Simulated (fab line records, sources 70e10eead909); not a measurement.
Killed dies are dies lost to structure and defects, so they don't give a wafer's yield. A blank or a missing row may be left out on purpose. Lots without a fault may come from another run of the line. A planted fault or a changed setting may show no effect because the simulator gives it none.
Which tool did it? | flow nand_harc | 24 lots, 72 wafers sampled, at 6 steps of a route of 1159

WHAT THE GAUGES READ, wafer by wafer
The record holds no reading of a measuring or inspecting step that can be judged against a usual standard deviation.

WHICH TOOL RAN EACH LOT (tool, then ch and the chambers of the sampled wafers, then the start)
lot  | NHARC_A_STAIRCASE_STRIP_175          | NHARC_A_STAIRCASE_ETCH_188     | NHARC_A_STAIRCASE_ETCH_190     | NHARC_A_STAIRCASE_ETCH_203     | NHARC_A_STAIRCASE_TRIM_226     | NHARC_A_STAIRCASE_TRIM_235
L074 | plasma_asher-02 ch 0,1, day 10 19:35 | rie_diel-01 ch 0,1,3, no start | rie_diel-01 ch 1,2,3, no start | rie_diel-07 ch 1,2,3, no start | rie_diel-07 ch 0,1,3, no start | rie_diel-01 ch 0,2,3, no start
L075 | plasma_asher-01 ch 0,1, day 11 12:14 | rie_diel-01 ch 1,2,3, no start | rie_diel-01 ch 0,1,3, no start | rie_diel-11 ch 1,2,3, no start | rie_diel-01 ch 0,2,3, no start | rie_diel-01 ch 0,2,3, no start
L077 | plasma_asher-02 ch 0,1, day 11 12:34 | rie_diel-07 ch 0,1, no start   | rie_diel-07 ch 0,2,3, no start | rie_diel-01 ch 1,2, no start   | rie_diel-11 ch 1,2,3, no start | rie_diel-11 ch 0,1, no start
L079 | plasma_asher-01 ch 0,1, day 11 16:13 | rie_diel-07 ch 0,2,3, no start | rie_diel-07 ch 0,3, no start   | rie_diel-07 ch 2,3, no start   | rie_diel-01 ch 0,2,3, no start | rie_diel-01 ch 0,2,3, no start
L076 | plasma_asher-02 ch 0,1, day 11 16:54 | rie_diel-11 ch 0,1, no start   | rie_diel-11 ch 0,1, no start   | rie_diel-07 ch 2,3, no start   | rie_diel-07 ch 1,3, no start   | rie_diel-07 ch 0,2,3, no start
L078 | plasma_asher-01 ch 0,1, day 11 22:13 | rie_diel-11 ch 2,3, no start   | rie_diel-11 ch 1,2,3, no start | rie_diel-07 ch 1,2, no start   | rie_diel-01 ch 0,2,3, no start | rie_diel-01 ch 0,1, no start
L080 | plasma_asher-01 ch 0,1, day 11 23:15 | rie_diel-01 ch 2,3, no start   | rie_diel-01 ch 2,3, no start   | rie_diel-01 ch 0,3, no start   | rie_diel-07 ch 0,1,3, no start | rie_diel-01 ch 1,2, no start
L082 | plasma_asher-02 ch 0,1, day 12 21:00 | rie_diel-01 ch 0,1,2, no start | rie_diel-01 ch 1,2, no start   | rie_diel-01 ch 0,1,2, no start | rie_diel-11 ch 0,1,3, no start | rie_diel-11 ch 0,1, no start
L081 | plasma_asher-01 ch 0,1, day 12 21:15 | rie_diel-07 ch 0,1,3, no start | rie_diel-07 ch 1,2, no start   | rie_diel-01 ch 0,1,3, no start | rie_diel-11 ch 0,1,3, no start | rie_diel-07 ch 1,2,3, no start
L084 | plasma_asher-02 ch 0,1, day 13 13:00 | rie_diel-07 ch 1,2,3, no start | rie_diel-07 ch 0,2,3, no start | rie_diel-07 ch 0,1, no start   | rie_diel-01 ch 1,2, no start   | rie_diel-07 ch 0,1,2, no start
L083 | plasma_asher-02 ch 0,1, day 13 13:37 | rie_diel-01 ch 0,2,3, no start | rie_diel-01 ch 1,3, no start   | rie_diel-01 ch 0,3, no start   | rie_diel-11 ch 0,1,2, no start | rie_diel-01 ch 2,3, no start
L085 | plasma_asher-01 ch 0,1, day 13 17:35 | rie_diel-11 ch 0,1,2, no start | rie_diel-11 ch 0,1,3, no start | rie_diel-11 ch 0,1,2, no start | rie_diel-11 ch 1,2,3, no start | rie_diel-01 ch 2,3, no start
L087 | plasma_asher-01 ch 0,1, day 14 16:20 | rie_diel-01 ch 1,2,3, no start | rie_diel-01 ch 1,2,3, no start | rie_diel-01 ch 0,1, no start   | rie_diel-07 ch 0,1,2, no start | rie_diel-11 ch 0,2,3, no start
L086 | plasma_asher-02 ch 0,1, day 14 16:36 | rie_diel-11 ch 0,1, no start   | rie_diel-11 ch 0,2,3, no start | rie_diel-11 ch 1,3, no start   | rie_diel-11 ch 0,3, no start   | rie_diel-11 ch 0,2, no start
L089 | plasma_asher-02 ch 0,1, day 14 21:22 | rie_diel-01 ch 0,1,3, no start | rie_diel-01 ch 0,1,3, no start | rie_diel-01 ch 0,3, no start   | rie_diel-11 ch 0,2,3, no start | rie_diel-11 ch 1,2,3, no start
L088 | plasma_asher-01 ch 0,1, day 14 21:57 | rie_diel-11 ch 0,1, no start   | rie_diel-11 ch 1,2, no start   | rie_diel-11 ch 0,1,2, no start | rie_diel-07 ch 0,2,3, no start | rie_diel-11 ch 0,3, no start
L090 | plasma_asher-02 ch 0,1, day 15 05:37 | rie_diel-11 ch 0,2,3, no start | rie_diel-11 ch 1,2,3, no start | rie_diel-11 ch 0,1,2, no start | rie_diel-01 ch 0,2,3, no start | rie_diel-01 ch 0,1,2, no start
L092 | plasma_asher-02 ch 0,1, day 15 12:14 | rie_diel-01 ch 0,2, no start   | rie_diel-01 ch 0,1,3, no start | rie_diel-07 ch 1,3, no start   | rie_diel-07 ch 0,1,3, no start | rie_diel-01 ch 0,1,3, no start
L091 | plasma_asher-02 ch 0,1, day 15 14:07 | rie_diel-07 ch 1,2,3, no start | rie_diel-07 ch 0,2,3, no start | rie_diel-07 ch 0,1,3, no start | rie_diel-11 ch 0,1,2, no start | rie_diel-07 ch 1,2,3, no start
L093 | plasma_asher-01 ch 0,1, day 15 18:47 | rie_diel-01 ch 0,2,3, no start | rie_diel-01 ch 1,2, no start   | rie_diel-11 ch 1,2,3, no start | rie_diel-11 ch 0,1, no start   | rie_diel-11 ch 0,2, no start
L094 | plasma_asher-01 ch 0,1, day 15 22:14 | rie_diel-11 ch 0,1,2, no start | rie_diel-11 ch 0,2, no start   | rie_diel-11 ch 0,1,2, no start | rie_diel-07 ch 0,1,2, no start | rie_diel-01 ch 0,1, no start
L095 | plasma_asher-01 ch 0,1, day 16 00:50 | rie_diel-07 ch 0,1, no start   | rie_diel-07 ch 0,1, no start   | rie_diel-07 ch 1,2,3, no start | rie_diel-07 ch 0,2,3, no start | rie_diel-01 ch 0,2,3, no start
L096 | plasma_asher-01 ch 1, day 16 02:22   | rie_diel-07 ch 0,2,3, no start | rie_diel-07 ch 2,3, no start   | rie_diel-07 ch 1,2,3, no start | rie_diel-01 ch 0,1,2, no start | rie_diel-07 ch 0,1,3, no start
L097 | plasma_asher-01 ch 0,1, day 16 08:04 | rie_diel-07 ch 0,1,3, no start | rie_diel-07 ch 1,2,3, no start | rie_diel-07 ch 0,2,3, no start | rie_diel-07 ch 0,1,2, no start | rie_diel-01 ch 0,1,3, no start
- NHARC_A_STAIRCASE_STRIP_175: strips in O2.
- NHARC_A_STAIRCASE_ETCH_188: etches the open film in C4F8/O2, target depth 100 nm, time 40.5 s.
- NHARC_A_STAIRCASE_ETCH_190: etches the open film in C4F8/O2, target depth 100 nm, time 40.5 s.
- NHARC_A_STAIRCASE_ETCH_203: etches the open film in C4F8/O2, target depth 100 nm, time 40.5 s.
- NHARC_A_STAIRCASE_TRIM_226: chemistry O2, time 211.2 s.
- NHARC_A_STAIRCASE_TRIM_235: chemistry O2, time 211.2 s.

WHAT THE TOOLS THEMSELVES READ (means of the sampled wafers that have a number; where no wafer has one, the mark that the record gives instead)
NHARC_A_STAIRCASE_STRIP_175. Usual: drypump_motor_current_A 5.7 A, standard deviation 0.4; heater_power_w 310 W, standard deviation 47.
lot  | tool            | drypump_motor_current_A (A) | heater_power_w (W) | flag
L074 | plasma_asher-02 | 6.1                         | 359                |
L075 | plasma_asher-01 | 5.5                         | 277                |
L077 | plasma_asher-02 | 5.7                         | 343                |
L079 | plasma_asher-01 | 5.5                         | 281                |
L076 | plasma_asher-02 | 5.8                         | 344                |
L078 | plasma_asher-01 | 5.4                         | 286                |
L080 | plasma_asher-01 | 5.5                         | 278                |
L082 | plasma_asher-02 | 5.7                         | 351                |
L081 | plasma_asher-01 | 5.5                         | 258                |
L084 | plasma_asher-02 | 6.1                         | 366                |
L083 | plasma_asher-02 | 6.1                         | 359                |
L085 | plasma_asher-01 | 5.5                         | 259                |
L087 | plasma_asher-01 | 5.4                         | 277                |
L086 | plasma_asher-02 | 5.7                         | 347                |
L089 | plasma_asher-02 | 5.7                         | 353                |
L088 | plasma_asher-01 | 5.4                         | 273                |
L090 | plasma_asher-02 | 5.7                         | 349                |
L092 | plasma_asher-02 | 6.1                         | 359                |
L091 | plasma_asher-02 | 5.7                         | 353                |
L093 | plasma_asher-01 | 5.5                         | 259                |
L094 | plasma_asher-01 | 5.4                         | 277                |
L095 | plasma_asher-01 | 5.5                         | 261                |
L096 | plasma_asher-01 | 5.3                         | 285                |
L097 | plasma_asher-01 | 5.4                         | 278                |

NHARC_A_STAIRCASE_ETCH_188. Usual: oes_product_au 0.940 a.u., standard deviation 0.018; rf_vpp_V 893 V, standard deviation 5.2.
lot  | tool        | oes_product_au (a.u.) | rf_vpp_V (V) | flag
L074 | rie_diel-01 | 0.958                 | 893          |
L075 | rie_diel-01 | 0.952                 | 894          |
L077 | rie_diel-07 | 0.955                 | 896          |
L079 | rie_diel-07 | 0.943                 | 895          |
L076 | rie_diel-11 | 0.922                 | 897          |
L078 | rie_diel-11 | 0.968                 | 890          |
L080 | rie_diel-01 | 0.954                 | 892          |
L082 | rie_diel-01 | 0.967                 | 892          |
L081 | rie_diel-07 | 0.926                 | 897          |
L084 | rie_diel-07 | 0.956                 | 899          |
L083 | rie_diel-01 | 0.964                 | 891          |
L085 | rie_diel-11 | 0.927                 | 893          |
L087 | rie_diel-01 | 0.951                 | 894          |
L086 | rie_diel-11 | 0.916                 | 895          |
L089 | rie_diel-01 | 0.936                 | 893          |
L088 | rie_diel-11 | 0.922                 | 892          |
L090 | rie_diel-11 | 0.919                 | 893          |
L092 | rie_diel-01 | 0.928                 | 889          |
L091 | rie_diel-07 | 0.923                 | 899          |
L093 | rie_diel-01 | 0.940                 | 890          |
L094 | rie_diel-11 | 0.933                 | 893          |
L095 | rie_diel-07 | 0.938                 | 895          |
L096 | rie_diel-07 | 0.925                 | 894          |
L097 | rie_diel-07 | 0.940                 | 896          |

NHARC_A_STAIRCASE_ETCH_190. Usual: oes_product_au 0.944 a.u., standard deviation 0.015; rf_vpp_V 893 V, standard deviation 5.3.
lot  | tool        | oes_product_au (a.u.) | rf_vpp_V (V) | flag
L074 | rie_diel-01 | 0.964                 | 894          |
L075 | rie_diel-01 | 0.940                 | 893          |
L077 | rie_diel-07 | 0.942                 | 895          |
L079 | rie_diel-07 | 0.941                 | 894          |
L076 | rie_diel-11 | 0.919                 | 895          |
L078 | rie_diel-11 | 0.957                 | 891          |
L080 | rie_diel-01 | 0.954                 | 891          |
L082 | rie_diel-01 | 0.966                 | 897          |
L081 | rie_diel-07 | 0.935                 | 896          |
L084 | rie_diel-07 | 0.948                 | 895          |
L083 | rie_diel-01 | 0.956                 | 896          |
L085 | rie_diel-11 | 0.933                 | 892          |
L087 | rie_diel-01 | 0.956                 | 894          |
L086 | rie_diel-11 | 0.924                 | 893          |
L089 | rie_diel-01 | 0.954                 | 893          |
L088 | rie_diel-11 | 0.933                 | 889          |
L090 | rie_diel-11 | 0.948                 | 889          |
L092 | rie_diel-01 | 0.945                 | 893          |
L091 | rie_diel-07 | 0.934                 | 894          |
L093 | rie_diel-01 | 0.955                 | 896          |
L094 | rie_diel-11 | 0.926                 | 896          |
L095 | rie_diel-07 | 0.950                 | 891          |
L096 | rie_diel-07 | 0.925                 | 897          |
L097 | rie_diel-07 | 0.936                 | 899          |

NHARC_A_STAIRCASE_ETCH_203. Usual: oes_product_au 0.943 a.u., standard deviation 0.014; rf_vpp_V 894 V, standard deviation 5.7.
lot  | tool        | oes_product_au (a.u.) | rf_vpp_V (V) | flag
L074 | rie_diel-07 | 0.948                 | 900          |
L075 | rie_diel-11 | 0.949                 | 891          |
L077 | rie_diel-01 | 0.956                 | 897          |
L079 | rie_diel-07 | 0.933                 | 901          |
L076 | rie_diel-07 | 0.945                 | 902          |
L078 | rie_diel-07 | 0.950                 | 896          |
L080 | rie_diel-01 | 0.945                 | 890          |
L082 | rie_diel-01 | 0.948                 | 893          |
L081 | rie_diel-01 | 0.953                 | 892          |
L084 | rie_diel-07 | 0.953                 | 891          |
L083 | rie_diel-01 | 0.944                 | 889          |
L085 | rie_diel-11 | 0.943                 | 893          |
L087 | rie_diel-01 | 0.943                 | 892          |
L086 | rie_diel-11 | 0.946                 | 889          |
L089 | rie_diel-01 | 0.945                 | 889          |
L088 | rie_diel-11 | 0.950                 | 892          |
L090 | rie_diel-11 | 0.929                 | 893          |
L092 | rie_diel-07 | 0.936                 | 902          |
L091 | rie_diel-07 | 0.941                 | 897          |
L093 | rie_diel-11 | 0.940                 | 890          |
L094 | rie_diel-11 | 0.934                 | 892          |
L095 | rie_diel-07 | 0.927                 | 899          |
L096 | rie_diel-07 | 0.928                 | 899          |
L097 | rie_diel-07 | 0.942                 | 895          |

NHARC_A_STAIRCASE_TRIM_226. Usual: drypump_motor_current_A 5.7 A, standard deviation 0.59; oes_product_au 1.002 a.u., standard deviation 0.015; rf_vpp_V 57.6 V, standard deviation 0.9; showerhead_plenum_p_Torr 3.47 Torr, standard deviation 0.15; throttle_valve_pct 17.035 %, standard deviation 0.0098.
lot  | tool        | drypump_motor_current_A (A) | oes_product_au (a.u.) | rf_vpp_V (V) | showerhead_plenum_p_Torr (Torr) | throttle_valve_pct (%) | flag
L074 | rie_diel-07 | 5.7                         | 1.015                 | 58.3         | 3.58                            | 17.026                 |
L075 | rie_diel-01 | 5.7                         | 1.003                 | 57.0         | 3.38                            | 17.024                 |
L077 | rie_diel-11 | 5.2                         | 1.007                 | 57.7         | 3.38                            | 17.026                 |
L079 | rie_diel-01 | 5.7                         | 1.011                 | 58.2         | 3.38                            | 17.035                 |
L076 | rie_diel-07 | 6.0                         | 1.009                 | 57.9         | 3.68                            | 17.040                 |
L078 | rie_diel-01 | 5.7                         | 1.010                 | 57.2         | 3.38                            | 17.042                 |
L080 | rie_diel-07 | 5.7                         | 1.010                 | 57.5         | 3.57                            | 17.033                 |
L082 | rie_diel-11 | 5.5                         | 0.988                 | 57.6         | 3.44                            | 17.035                 |
L081 | rie_diel-11 | 5.5                         | 0.994                 | 57.1         | 3.44                            | 17.034                 |
L084 | rie_diel-01 | 5.6                         | 1.025                 | 57.7         | 3.46                            | 17.036                 |
L083 | rie_diel-11 | 5.4                         | 0.989                 | 57.7         | 3.44                            | 17.040                 |
L085 | rie_diel-11 | 5.2                         | 1.001                 | 57.3         | 3.37                            | 17.034                 |
L087 | rie_diel-07 | 6.1                         | 1.010                 | 57.5         | 3.46                            | 17.040                 |
L086 | rie_diel-11 | 5.8                         | 0.988                 | 57.8         | 3.51                            | 17.037                 |
L089 | rie_diel-11 | 5.5                         | 0.994                 | 57.1         | 3.44                            | 17.032                 |
L088 | rie_diel-07 | 5.8                         | 1.002                 | 58.3         | 3.51                            | 17.045                 |
L090 | rie_diel-01 | 5.7                         | 1.002                 | 57.1         | 3.37                            | 17.040                 |
L092 | rie_diel-07 | 5.7                         | 0.999                 | 58.3         | 3.56                            | 17.038                 |
L091 | rie_diel-11 | 5.4                         | 0.991                 | 58.3         | 3.43                            | 17.034                 |
L093 | rie_diel-11 | 5.7                         | 0.987                 | 57.6         | 3.50                            | 17.042                 |
L094 | rie_diel-07 | 6.1                         | 0.996                 | 58.1         | 3.46                            | 17.035                 |
L095 | rie_diel-07 | 5.8                         | 0.996                 | 57.4         | 3.50                            | 17.037                 |
L096 | rie_diel-01 | 5.9                         | 1.010                 | 56.9         | 3.42                            | 17.033                 |
L097 | rie_diel-07 | 6.2                         | 0.999                 | 57.2         | 3.46                            | 17.032                 |

NHARC_A_STAIRCASE_TRIM_235. Usual: drypump_motor_current_A 5.7 A, standard deviation 0.62; oes_product_au 1.004 a.u., standard deviation 0.013; rf_vpp_V 57.5 V, standard deviation 0.94; showerhead_plenum_p_Torr 3.45 Torr, standard deviation 0.13; throttle_valve_pct 17.037 %, standard deviation 0.0097.
lot  | tool        | drypump_motor_current_A (A) | oes_product_au (a.u.) | rf_vpp_V (V) | showerhead_plenum_p_Torr (Torr) | throttle_valve_pct (%) | flag
L074 | rie_diel-01 | 5.7                         | 1.010                 | 57.9         | 3.38                            | 17.039                 |
L075 | rie_diel-01 | 5.7                         | 1.007                 | 56.4         | 3.38                            | 17.043                 |
L077 | rie_diel-11 | 5.4                         | 0.987                 | 57.9         | 3.44                            | 17.035                 |
L079 | rie_diel-01 | 5.7                         | 1.012                 | 57.5         | 3.38                            | 17.035                 |
L076 | rie_diel-07 | 5.8                         | 1.006                 | 57.9         | 3.52                            | 17.030                 |
L078 | rie_diel-01 | 5.7                         | 1.017                 | 58.2         | 3.51                            | 17.036                 |
L080 | rie_diel-01 | 5.5                         | 1.028                 | 58.3         | 3.47                            | 17.031                 |
L082 | rie_diel-11 | 5.7                         | 0.985                 | 57.8         | 3.51                            | 17.033                 |
L081 | rie_diel-07 | 6.2                         | 1.008                 | 57.9         | 3.63                            | 17.029                 |
L084 | rie_diel-07 | 6.1                         | 1.003                 | 58.6         | 3.47                            | 17.036                 |
L083 | rie_diel-01 | 5.2                         | 1.007                 | 57.4         | 3.40                            | 17.048                 |
L085 | rie_diel-01 | 5.2                         | 1.010                 | 57.5         | 3.40                            | 17.037                 |
L087 | rie_diel-11 | 5.5                         | 0.989                 | 57.6         | 3.44                            | 17.025                 |
L086 | rie_diel-11 | 5.4                         | 0.997                 | 57.5         | 3.45                            | 17.039                 |
L089 | rie_diel-11 | 5.2                         | 1.003                 | 57.3         | 3.36                            | 17.032                 |
L088 | rie_diel-11 | 5.8                         | 0.986                 | 57.7         | 3.51                            | 17.029                 |
L090 | rie_diel-01 | 5.8                         | 1.004                 | 58.5         | 3.43                            | 17.043                 |
L092 | rie_diel-01 | 5.6                         | 0.995                 | 56.7         | 3.43                            | 17.038                 |
L091 | rie_diel-07 | 6.2                         | 0.994                 | 58.1         | 3.62                            | 17.043                 |
L093 | rie_diel-11 | 5.4                         | 0.990                 | 57.2         | 3.45                            | 17.036                 |
L094 | rie_diel-01 | 6.1                         | 1.011                 | 56.7         | 3.40                            | 17.040                 |
L095 | rie_diel-01 | 5.7                         | 1.010                 | 56.5         | 3.36                            | 17.037                 |
L096 | rie_diel-07 | 5.7                         | 1.005                 | 58.0         | 3.55                            | 17.040                 |
L097 | rie_diel-01 | 5.6                         | 1.000                 | 56.6         | 3.43                            | 17.039                 |

THE ANSWER, worked out from the rows above alone
Rule: a lot is off if the mean of its wafers that have a number lies more than 3 standard deviations from the usual mean. A lot without any number at a reading at which 4 lots or more have one is off too. The other lots that the step has rows for count as sound. The gauges are gone through in route order, then the tools' own readings, and for those a lot's mean is taken as printed above. The first step at which some lot is off is used, and at that step the reading that is off furthest; a lot without a number counts as furthest.
No lot is off at any reading shown: from this, nothing can be told.

WHAT THE SIMULATOR HAD PUT IN
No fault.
